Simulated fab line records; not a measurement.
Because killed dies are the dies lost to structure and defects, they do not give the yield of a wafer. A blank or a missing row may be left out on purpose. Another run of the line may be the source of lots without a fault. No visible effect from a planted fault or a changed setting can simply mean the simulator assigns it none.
Which tool did it? | flow nand-harc | 24 lots with 72 wafers sampled at 6 steps, on a route of 1302 steps

WHAT EACH GAUGE READ, for each wafer
NHARC_P_M0_CD_MEAS_09: target cd 90 nm. Usual: cd-nm reads 89.8 nm (standard deviation 0.52).
lot  | measured     | on        | cd-nm (nm)     | flag
L074 | day 6 09:22  | cd-sem-03 | 89.4 90.3 91.0 |
L076 | day 7 00:31  | cd-sem-03 | 90.1 90.1 90.0 |
L075 | day 7 01:08  | cd-sem-01 | 90.4 89.6 90.1 |
L077 | day 7 07:04  | cd-sem-03 | 89.8 90.0 89.5 |
L078 | day 7 19:39  | cd-sem-03 | 90.1 89.3 89.9 |
L079 | day 8 03:08  | cd-sem-01 | 90.0 90.7 90.9 |
L080 | day 8 10:52  | cd-sem-01 | 89.3 89.1 89.8 |
L081 | day 8 22:10  | cd-sem-02 | 89.2 89.7 89.2 |
L082 | day 9 10:50  | cd-sem-02 | 89.5 88.6 89.6 |
L083 | day 9 17:55  | cd-sem-02 | 89.5 89.1 89.4 |
L084 | day 10 08:05 | cd-sem-02 | 89.8 90.7 90.0 |
L085 | day 10 12:04 | cd-sem-03 | 89.5 88.9 89.4 |
L086 | day 11 01:23 | cd-sem-01 | 90.2 89.4 89.1 |
L087 | day 11 09:59 | cd-sem-01 | 89.7 90.3 89.7 |
L088 | day 12 04:11 | cd-sem-01 | 90.0 90.7 90.6 |
L089 | day 12 04:38 | cd-sem-02 | 89.6 90.1 90.0 |
L090 | day 12 19:04 | cd-sem-02 | 91.1 89.4 90.0 |
L091 | day 12 20:02 | cd-sem-03 | 89.4 89.9 90.0 |
L092 | day 14 04:48 | cd-sem-03 | 91.1 90.3 90.9 |
L093 | day 14 05:11 | cd-sem-02 | 89.7 89.6 89.1 |
L094 | day 14 11:14 | cd-sem-03 | 90.2 89.6 89.9 |
L095 | day 14 23:35 | cd-sem-01 | 90.8 91.2 89.9 |
L096 | day 15 09:12 | cd-sem-02 | 89.4 89.3 89.7 |
L097 | day 15 17:18 | cd-sem-02 | 90.0 89.0 89.4 |

NHARC_P_BONDPAD_OVL_MEAS_38. Usual: overlay-x-nm -1 nm, standard deviation 6.8; overlay-y-nm -1 nm, standard deviation 7.5.
lot  | measured     | on         | overlay-x-nm (nm) | overlay-y-nm (nm) | flag
L074 | day 6 22:07  | overlay-01 | -11 -12 -12       | 3 3 3             |
L076 | day 7 13:46  | overlay-01 | 7 6 6             | -15 -15 -14       |
L075 | day 7 14:22  | overlay-01 | 2 2 2             | 8 8 8             |
L077 | day 7 19:35  | overlay-01 | -1 -1 -1          | -6 -6 -6          |
L078 | day 8 08:36  | overlay-02 | 6 6 7             | 4 3 3             |
L079 | day 8 15:56  | overlay-02 | -8 -8 -8          | 9 9 9             |
L080 | day 8 23:37  | overlay-01 | 12 13 12          | -6 -6 -6          |
L081 | day 9 10:55  | overlay-02 | 5 5 4             | 8 8 8             |
L082 | day 9 23:28  | overlay-02 | -2 -2 -3          | -6 -6 -6          |
L083 | day 10 06:49 | overlay-02 | 5 5 5             | -2 -2 -3          |
L084 | day 10 21:07 | overlay-01 | -3 -3 -3          | -11 -11 -12       |
L085 | day 11 01:02 | overlay-02 | 7 6 6             | 2 2 3             |
L086 | day 11 15:01 | overlay-01 | 2 3 3             | -2 -1 -1          |
L087 | day 11 22:55 | overlay-01 | -5 -5 -5          | -2 -2 -3          |
L088 | day 12 16:44 | overlay-02 | -11 -10 -10       | 0 -1 0            |
L089 | day 12 18:05 | overlay-02 | 9 9 9             | -5 -5 -5          |
L090 | day 13 07:40 | overlay-02 | -4 -4 -4          | -20 -19 -20       |
L091 | day 13 08:40 | overlay-02 | -3 -3 -3          | 5 5 5             |
L092 | day 14 17:40 | overlay-01 | 3 4 4             | 2 2 2             |
L093 | day 14 18:05 | overlay-02 | -1 -1 -1          | 4 4 4             |
L094 | day 14 23:46 | overlay-01 | -1 -2 -2          | -11 -11 -10       |
L095 | day 15 12:23 | overlay-01 | -18 -18 -18       | 10 10 10          |
L096 | day 15 21:58 | overlay-01 | -2 -2 -1          | 2 2 2             |
L097 | day 16 06:04 | overlay-01 | -3 -2 -2          | -3 -3 -3          |

WHICH TOOL RAN EACH LOT (tool, then ch and the chambers of the sampled wafers, then the start)
lot  | NHARC_P_M0_PRE_CLEAN_29                 | NHARC_P_M0_PVD_20                       | NHARC_P_M1_DESCUM_14               | NHARC_P_M2_DEP_33
L074 | pvd-sputter-03, day 6 13:37 or earlier  | pvd-sputter-03, day 6 13:37 or earlier  | rie-diel-07 ch 1,2,3, day 6 13:37  | pecvd-02 ch 0,1,2, day 6 20:32
L076 | pvd-sputter-02, day 7 05:01 or earlier  | pvd-sputter-02, day 7 05:01 or earlier  | rie-diel-07 ch 0,2, day 7 05:01    | pecvd-02 ch 0,2, day 7 12:02
L075 | pvd-sputter-01, day 7 05:49 or earlier  | pvd-sputter-01, day 7 05:49 or earlier  | rie-diel-07 ch 0,1,2, day 7 05:49  | pecvd-04 ch 0,2, day 7 12:43
L077 | pvd-sputter-03, day 7 11:14 or earlier  | pvd-sputter-03, day 7 11:14 or earlier  | rie-diel-09 ch 0,1,2, day 7 11:14  | pecvd-04 ch 0,1,2, day 7 18:07
L078 | pvd-sputter-03, day 8 00:00 or earlier  | pvd-sputter-03, day 8 00:00 or earlier  | rie-diel-09 ch 0,2,3, day 8 00:00  | pecvd-01 ch 0,1,2, day 8 06:53
L079 | pvd-sputter-02, day 8 07:19 or earlier  | pvd-sputter-02, day 8 07:19 or earlier  | rie-diel-09 ch 0,1,2, day 8 07:19  | pecvd-02 ch 1,2, day 8 14:13
L080 | pvd-sputter-01, day 8 15:00 or earlier  | pvd-sputter-01, day 8 15:00 or earlier  | rie-diel-07 ch 0,1, day 8 15:00    | pecvd-04 ch 0,2, day 8 21:56
L081 | pvd-sputter-01, day 9 02:34 or earlier  | pvd-sputter-01, day 9 02:34 or earlier  | rie-diel-07 ch 0,1, day 9 02:34    | pecvd-01 ch 0,1, day 9 09:21
L082 | pvd-sputter-01, day 9 15:07 or earlier  | pvd-sputter-01, day 9 15:07 or earlier  | rie-diel-09 ch 1,2,3, day 9 15:07  | pecvd-01 ch 0,2, day 9 21:54
L083 | pvd-sputter-01, day 9 22:11 or earlier  | pvd-sputter-01, day 9 22:11 or earlier  | rie-diel-07 ch 1,2,3, day 9 22:11  | pecvd-01 ch 0,1,2, day 10 05:06
L084 | pvd-sputter-02, day 10 12:27 or earlier | pvd-sputter-02, day 10 12:27 or earlier | rie-diel-07 ch 0,2, day 10 12:27   | pecvd-04 ch 1,2, day 10 19:27
L085 | pvd-sputter-02, day 10 16:22 or earlier | pvd-sputter-02, day 10 16:22 or earlier | rie-diel-07 ch 0,1,2, day 10 16:22 | pecvd-04 ch 0,1, day 10 23:25
L086 | pvd-sputter-02, day 11 05:56 or earlier | pvd-sputter-02, day 11 05:56 or earlier | rie-diel-07 ch 1,2,3, day 11 05:56 | pecvd-02 ch 0,1,2, day 11 13:20
L087 | pvd-sputter-01, day 11 14:18 or earlier | pvd-sputter-01, day 11 14:18 or earlier | rie-diel-09 ch 1,3, day 11 14:18   | pecvd-04 ch 0,1,2, day 11 21:13
L088 | pvd-sputter-01, day 12 08:25 or earlier | pvd-sputter-01, day 12 08:25 or earlier | rie-diel-07 ch 0,2,3, day 12 08:25 | pecvd-01 ch 0,2, day 12 15:14
L089 | pvd-sputter-02, day 12 08:55 or earlier | pvd-sputter-02, day 12 08:55 or earlier | rie-diel-07 ch 1,2, day 12 08:55   | pecvd-01 ch 0,1, day 12 16:22
L090 | pvd-sputter-03, day 12 23:11 or earlier | pvd-sputter-03, day 12 23:11 or earlier | rie-diel-07 ch 0,2, day 12 23:11   | pecvd-01 ch 0,2, day 13 06:04
L091 | pvd-sputter-01, day 13 00:09 or earlier | pvd-sputter-01, day 13 00:09 or earlier | rie-diel-01 ch 1,2, day 13 00:09   | pecvd-02 ch 0,2, day 13 07:10
L092 | pvd-sputter-01, day 14 09:02 or earlier | pvd-sputter-01, day 14 09:02 or earlier | rie-diel-07 ch 2,3, day 14 09:02   | pecvd-02 ch 0,1,2, day 14 16:05
L093 | pvd-sputter-02, day 14 09:35 or earlier | pvd-sputter-02, day 14 09:35 or earlier | rie-diel-07 ch 0,1,3, day 14 09:35 | pecvd-02 ch 0,1,2, day 14 16:29
L094 | pvd-sputter-01, day 14 15:21 or earlier | pvd-sputter-01, day 14 15:21 or earlier | rie-diel-07 ch 0,2,3, day 14 15:21 | pecvd-04 ch 0,1, day 14 22:12
L095 | pvd-sputter-03, day 15 03:50 or earlier | pvd-sputter-03, day 15 03:50 or earlier | rie-diel-07 ch 2,3, day 15 03:50   | pecvd-04 ch 1,2, day 15 10:53
L096 | pvd-sputter-02, day 15 13:24 or earlier | pvd-sputter-02, day 15 13:24 or earlier | rie-diel-07 ch 1,2, day 15 13:24   | pecvd-04 ch 0,1,2, day 15 20:16
L097 | pvd-sputter-01, day 15 21:25 or earlier | pvd-sputter-01, day 15 21:25 or earlier | rie-diel-09 ch 0,2, day 15 21:25   | pecvd-02 ch 1,2, day 16 04:20
- NHARC_P_M0_PRE_CLEAN_29: time 30 s.
- NHARC_P_M0_PVD_20: deposits TaN, target thk 5 nm, time 8.06 s.
- NHARC_P_M1_DESCUM_14: chemistry O2, time 3 s.
- NHARC_P_M2_DEP_33: deposits SiCN, target thk 30 nm.

AS READ BY THE TOOLS THEMSELVES (means over the sampled wafers that have a number; for cases with no such wafer, the mark the record gives instead)
NHARC_P_M0_PRE_CLEAN_29. Usual: heater-power-w reads 389 W (standard deviation 18).
lot  | tool           | heater-power-w (W) | flag
L074 | pvd-sputter-03 | 401                |
L076 | pvd-sputter-02 | 405                |
L075 | pvd-sputter-01 | 373                |
L077 | pvd-sputter-03 | 386                |
L078 | pvd-sputter-03 | 400                |
L079 | pvd-sputter-02 | 405                |
L080 | pvd-sputter-01 | 379                |
L081 | pvd-sputter-01 | 368                |
L082 | pvd-sputter-01 | 381                |
L083 | pvd-sputter-01 | 367                |
L084 | pvd-sputter-02 | 396                |
L085 | pvd-sputter-02 | 394                |
L086 | pvd-sputter-02 | 398                |
L087 | pvd-sputter-01 | 384                |
L088 | pvd-sputter-01 | 369                |
L089 | pvd-sputter-02 | 399                |
L090 | pvd-sputter-03 | 383                |
L091 | pvd-sputter-01 | 385                |
L092 | pvd-sputter-01 | 374                |
L093 | pvd-sputter-02 | 376                |
L094 | pvd-sputter-01 | 383                |
L095 | pvd-sputter-03 | 388                |
L096 | pvd-sputter-02 | 400                |
L097 | pvd-sputter-01 | 383                |

NHARC_P_M0_PVD_20. Usual: throttle-valve-pct reads 29.8 % (standard deviation 0.73).
lot  | tool           | throttle-valve-pct (%) | flag
L074 | pvd-sputter-03 | 30.2                   |
L076 | pvd-sputter-02 | 30.2                   |
L075 | pvd-sputter-01 | 29.2                   |
L077 | pvd-sputter-03 | 30.4                   |
L078 | pvd-sputter-03 | 30.0                   |
L079 | pvd-sputter-02 | 30.1                   |
L080 | pvd-sputter-01 | 29.1                   |
L081 | pvd-sputter-01 | 29.2                   |
L082 | pvd-sputter-01 | 29.4                   |
L083 | pvd-sputter-01 | 29.0                   |
L084 | pvd-sputter-02 | 30.4                   |
L085 | pvd-sputter-02 | 29.9                   |
L086 | pvd-sputter-02 | 30.3                   |
L087 | pvd-sputter-01 | 28.9                   |
L088 | pvd-sputter-01 | 29.5                   |
L089 | pvd-sputter-02 | 30.2                   |
L090 | pvd-sputter-03 | 30.4                   |
L091 | pvd-sputter-01 | 30.3                   |
L092 | pvd-sputter-01 | 29.9                   |
L093 | pvd-sputter-02 | 30.2                   |
L094 | pvd-sputter-01 | 29.9                   |
L095 | pvd-sputter-03 | 29.9                   |
L096 | pvd-sputter-02 | 30.3                   |
L097 | pvd-sputter-01 | 29.4                   |

NHARC_P_M1_DESCUM_14. Usual: chamber-pressure-mTorr 60.00 mTorr, standard deviation 0.05; drypump-motor-current-A 5.8 A, standard deviation 0.44; oes-product-au 0.996 a.u., standard deviation 0.0077; rf-vpp-V 57.7 V, standard deviation 0.89; showerhead-plenum-p-Torr 1.89 Torr, standard deviation 0.047; throttle-valve-pct 11.312 %, standard deviation 0.0087.
lot  | tool        | chamber-pressure-mTorr (mTorr) | drypump-motor-current-A (A) | oes-product-au (a.u.) | rf-vpp-V (V) | showerhead-plenum-p-Torr (Torr) | throttle-valve-pct (%) | flag
L074 | rie-diel-07 | 60.03                          | 5.7                         | 0.992                 | 58.5         | 1.90                            | 11.313                 |
L076 | rie-diel-07 | 60.00                          | 5.5                         | 0.996                 | 58.2         | 1.92                            | 11.315                 |
L075 | rie-diel-07 | 59.97                          | 5.9                         | 0.997                 | 57.0         | 1.90                            | 11.307                 |
L077 | rie-diel-09 | 59.95                          | 6.0                         | 1.008                 | 57.9         | 1.90                            | 11.314                 |
L078 | rie-diel-09 | 59.99                          | 5.8                         | 1.006                 | 56.7         | 1.85                            | 11.310                 |
L079 | rie-diel-09 | 59.99                          | 6.0                         | 1.003                 | 57.7         | 1.90                            | 11.307                 |
L080 | rie-diel-07 | 60.01                          | 5.9                         | 0.992                 | 57.7         | 1.88                            | 11.310                 |
L081 | rie-diel-07 | 60.02                          | 6.0                         | 0.991                 | 57.8         | 1.88                            | 11.311                 |
L082 | rie-diel-09 | 59.99                          | 6.1                         | 1.001                 | 57.5         | 1.86                            | 11.313                 |
L083 | rie-diel-07 | 60.00                          | 5.7                         | 0.990                 | 57.0         | 1.89                            | 11.314                 |
L084 | rie-diel-07 | 60.01                          | 5.5                         | 0.992                 | 57.5         | 1.91                            | 11.315                 |
L085 | rie-diel-07 | 59.99                          | 5.9                         | 0.998                 | 58.1         | 1.90                            | 11.305                 |
L086 | rie-diel-07 | 60.03                          | 5.7                         | 0.987                 | 58.3         | 1.89                            | 11.305                 |
L087 | rie-diel-09 | 59.97                          | 5.9                         | 0.995                 | 57.0         | 1.87                            | 11.315                 |
L088 | rie-diel-07 | 59.98                          | 5.5                         | 0.993                 | 57.3         | 1.89                            | 11.308                 |
L089 | rie-diel-07 | 59.97                          | 6.1                         | 0.989                 | 58.0         | 1.90                            | 11.307                 |
L090 | rie-diel-07 | 60.01                          | 5.5                         | 1.000                 | 58.7         | 1.91                            | 11.324                 |
L091 | rie-diel-01 | 59.97                          | 5.7                         | 0.999                 | 58.0         | 1.87                            | 11.310                 |
L092 | rie-diel-07 | 60.00                          | 5.3                         | 0.994                 | 57.7         | 1.88                            | 11.314                 |
L093 | rie-diel-07 | 60.02                          | 5.8                         | 1.000                 | 57.2         | 1.87                            | 11.318                 |
L094 | rie-diel-07 | 60.04                          | 5.5                         | 0.993                 | 57.2         | 1.89                            | 11.323                 |
L095 | rie-diel-07 | 60.03                          | 5.3                         | 1.006                 | 57.9         | 1.88                            | 11.315                 |
L096 | rie-diel-07 | 59.99                          | 6.1                         | 0.988                 | 56.8         | 1.90                            | 11.309                 |
L097 | rie-diel-09 | 60.00                          | 6.0                         | 1.006                 | 58.1         | 1.85                            | 11.308                 |

NHARC_P_M2_DEP_33. Usual: heater-power-w reads 552 W (standard deviation 61).
lot  | tool     | heater-power-w (W) | flag
L074 | pecvd-02 | 535                |
L076 | pecvd-02 | 562                |
L075 | pecvd-04 | 493                |
L077 | pecvd-04 | 532                |
L078 | pecvd-01 | 571                |
L079 | pecvd-02 | 619                |
L080 | pecvd-04 | 539                |
L081 | pecvd-01 | 655                |
L082 | pecvd-01 | 602                |
L083 | pecvd-01 | 591                |
L084 | pecvd-04 | 449                |
L085 | pecvd-04 | 513                |
L086 | pecvd-02 | 548                |
L087 | pecvd-04 | 505                |
L088 | pecvd-01 | 628                |
L089 | pecvd-01 | 643                |
L090 | pecvd-01 | 564                |
L091 | pecvd-02 | 590                |
L092 | pecvd-02 | 558                |
L093 | pecvd-02 | 577                |
L094 | pecvd-04 | 480                |
L095 | pecvd-04 | 526                |
L096 | pecvd-04 | 483                |
L097 | pecvd-02 | 567                |

THE ANSWER, worked out from the rows above alone
Rule: lot off if the mean of its wafers having a number is beyond 3 standard deviations from the usual mean. A lot without any number at a reading at which 4 lots or more have one is off too. Where the step has rows for the other lots, those lots are counted as sound. The gauges are gone through in route order, then the tools' own readings, and for those a lot's mean is taken as printed above. The first step at which some lot is off is used, and at that step the reading that is off furthest; a lot without a number counts as furthest.
Across all readings shown, no lot is off: no conclusion can be drawn from this.

WHAT HAD BEEN PUT IN BY THE SIMULATOR
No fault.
